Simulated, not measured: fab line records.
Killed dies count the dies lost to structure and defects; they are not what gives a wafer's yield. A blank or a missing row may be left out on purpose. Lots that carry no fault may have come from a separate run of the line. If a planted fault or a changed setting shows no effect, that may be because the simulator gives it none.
A struck lot beside a sound one	flow nand harc	15 out of 1302 route steps
Sound: wafers L722.3, L722.4, L722.5. Struck: wafer L734.1; the same lot's L734.3 was not struck, so it is left out; see the end for the cause.
At each step with rows: each side's tool, then ch and its chambers, then its first start. Under that, the readings that differ: sound wafers	struck wafers	difference of the means	sigmas: that difference in standard deviations of wafers without a fault.
alike: words and numbers the same on both sides, and readings whose means are apart by under 2 such deviations; not compared: readings that were withheld, readings missing a value for some wafer, numbers with overlapping values and no deviation given by the record, and bounds like >300 which may hide the same value.
A row with sigmas, a row that says differs or no value, or rows on one side alone: a step with any of these is where the two part. Numbers that don't overlap but have no deviation are shown without sigmas and don't part them. Lack of a reading on every wafer of one side parts them only where that side has two or more wafers.

first, 2 steps without rows for these wafers: NHARC_P_BONDPAD_PRECLEAN_30 (cleans in DIW, time 300 s); NHARC_P_BONDPAD_SRD_31 (time 30 s, dry time 20 s).
NHARC_A_START_INSPECT_01:
  sound: defect inspect-01 at day 9 11:13; struck: defect inspect-01 at day 14 21:24
  alike: raw defect count
then, 9 steps without rows for these wafers: NHARC_A_ZERO_WELL_PRECLEAN_00 (cleans in SPM, time 600 s); NHARC_A_ZERO_WELL_SRD_01; NHARC_A_ZERO_WELL_DEHYDRATE_02 (time 120 s); NHARC_A_ZERO_WELL_HMDS_03 (time 30 s); NHARC_A_ZERO_WELL_COAT_18 (time 65 s); NHARC_A_ZERO_WELL_COAT_04 (resist thk 600 nm); NHARC_A_ZERO_WELL_SOFTBAKE_05 (time 70 s); NHARC_A_ZERO_WELL_EBR_06; NHARC_A_ZERO_WELL_EXPOSE_07 (exposes mask A ZERO).
NHARC_A_ZERO_WELL_PEB_08: peb time 80 s.
  sound on litho track-02 ch 0, day 9 11:58; struck on litho track-05 ch 0, day 14 22:09
reading	sound	struck	difference	sigmas
chill plate temp C (C)	22.86 23.05 22.90	23.25	+0.31	+3
heater power total W (W)	189.6 189.9 190.2	219.2	+29.3	+41
then, 1 step without rows for these wafers: NHARC_A_ZERO_WELL_DEVELOP_09 (time 50 s).
-- break in the record here, with 18 days between the starts of the struck wafers on either side (left off in module A_ZERO_WELL, picked up again in module END, where the first step shown is number 1302 on the route) --
NHARC_END_SORT_01:
  sound on prober-02 ch 0, day 27 04:55; struck on prober-02 ch 0, day 33 04:09
reading	sound	struck	difference	sigmas
killed at other	0 0 0	4	+4	+4
  alike: killed at array, killed at periphery, killed dies, killed open, killed short

## WHERE THEY PART
Earliest at NHARC_A_ZERO_WELL_PEB_08; latest, in this record, at NHARC_END_SORT_01.

WHY: the cause the simulator had injected
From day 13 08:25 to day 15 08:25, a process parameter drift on litho track-05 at NHARC_A_ZERO_WELL_PEB_08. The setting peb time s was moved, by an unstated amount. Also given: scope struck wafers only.
